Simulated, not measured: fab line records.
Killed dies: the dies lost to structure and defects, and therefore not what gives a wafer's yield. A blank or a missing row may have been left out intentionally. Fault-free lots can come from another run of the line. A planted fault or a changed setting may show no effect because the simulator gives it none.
A lot that was struck, set against a sound lot    flow n5 finfet    16 out of 1938 route steps
Sound: the wafers L973.2, L973.3, L973.6. Wafers struck: L983.4, L983.5, L983.6. The cause comes at the end.
For every step that has rows: the tool of each side, followed by ch and its chambers, followed by its first start. Under that, the readings that differ: sound wafers    struck wafers    difference of the means    sigmas: that difference in standard deviations of wafers without a fault.
alike: readings whose means differ by less than 2 such deviations, and words and numbers that are the same on both sides. not compared: withheld readings, readings that some wafer has no value for, bounds like >300 that may hide the same value, and numbers for which the record gives no deviation and whose values overlap.
A row with sigmas, a row that says differs or no value, or rows on one side alone: a step with any of these is where the two part. When numbers do not overlap yet have no deviation, they are printed without sigmas and do not part them. A reading that every wafer of one side lacks parts them only if that side has two wafers or more.

first, 4 steps without rows for these wafers: N5_BEOL_M2_HM_STRIP_39 (strips TiN in peroxide tin strip, target depth 25 nm, time 158 s); N5_BEOL_M2_SRD_40 (time 30 s); N5_BEOL_M2_PRECLEAN_42 (cleans in residue remover, time 60 s); N5_BEOL_M2_SRD_43 (time 30 s).
N5_BEOL_M2_CD_MEAS_35: target cd 18 nm, target cd y 22.2 nm.
  sound on cd sem-02 at day 8 00:47; struck on cd sem-03 at day 10 16:47
  alike: cd nm
N5_BEOL_M2_DEGAS_44: time 60 s.
  sound on pvd sputter-02 at day 8 00:49; struck on pvd sputter-01 at day 10 16:58
  alike: heater power w
N5_BEOL_M2_PRE_CLEAN_45: time 30 s.
  sound on pvd sputter-02 at day 8 00:52; struck on pvd sputter-01 at day 10 17:01
  alike: heater power w
then, 3 steps without rows for these wafers: N5_BEOL_M2_ALD_84 (deposits TaN, pulse time 2 s, purge time 3 s, co reactant purge time 2 s); N5_BEOL_M2_SURFACE_TREAT_85; N5_BEOL_M2_CVD_47 (deposits Co from CCTBA/H2, target thk 3 nm, time 223.8 s).
N5_BEOL_M2_SPUTTER_48: material Cu, target thk 4.5 nm, time 8.29 s.
  sound on pvd sputter-03 at day 8 01:36; struck on pvd sputter-03 at day 10 17:48
  alike: chamber pressure pa, chuck gas flow sccm, throttle valve pct
N5_BEOL_M2_ANNEAL_49: time 240 s.
  sound on pvd sputter-03 at day 8 01:41; struck on pvd sputter-03 at day 10 17:53
  alike: heater power w
N5_BEOL_M2_SPUTTER_79: material Cu, target thk 4.5 nm, time 8.29 s.
  sound on pvd sputter-03 at day 8 01:49; struck on pvd sputter-03 at day 10 18:01
reading                   sound                    struck                   difference  sigmas
chamber pressure pa (Pa)  0.06995 0.07004 0.07002  0.06545 0.06547 0.06567  -0.00447    -32
  alike: chuck gas flow sccm, throttle valve pct
N5_BEOL_M2_ANNEAL_80: time 240 s.
  sound on pvd sputter-03 at day 8 01:54; struck on pvd sputter-03 at day 10 18:06
  alike: heater power w
N5_BEOL_M4_RC_MEAS_101:
  sound on prober-01 ch 0, day 9 03:59; struck on prober-01 ch 0, day 12 05:18
  alike: DIBL_N, DIBL_P, IOFF_N, IOFF_P, ION_N, ION_P, SS_N, SS_P, VT_N, VT_P
N5_PASSIVATION_PROBE_49:
  the record has rows for the sound wafers here (prober-02, day 15 05:38) and none for the struck ones

== WHERE THEY PART ==
Earliest at N5_BEOL_M2_SPUTTER_79; latest, in this record, at N5_PASSIVATION_PROBE_49.

WHY: what had been put in by the simulator
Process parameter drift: pvd sputter-03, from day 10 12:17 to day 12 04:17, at N5_BEOL_M2_SPUTTER_79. The setting chamber pressure pa was moved by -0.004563, starting from 0.07. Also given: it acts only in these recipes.
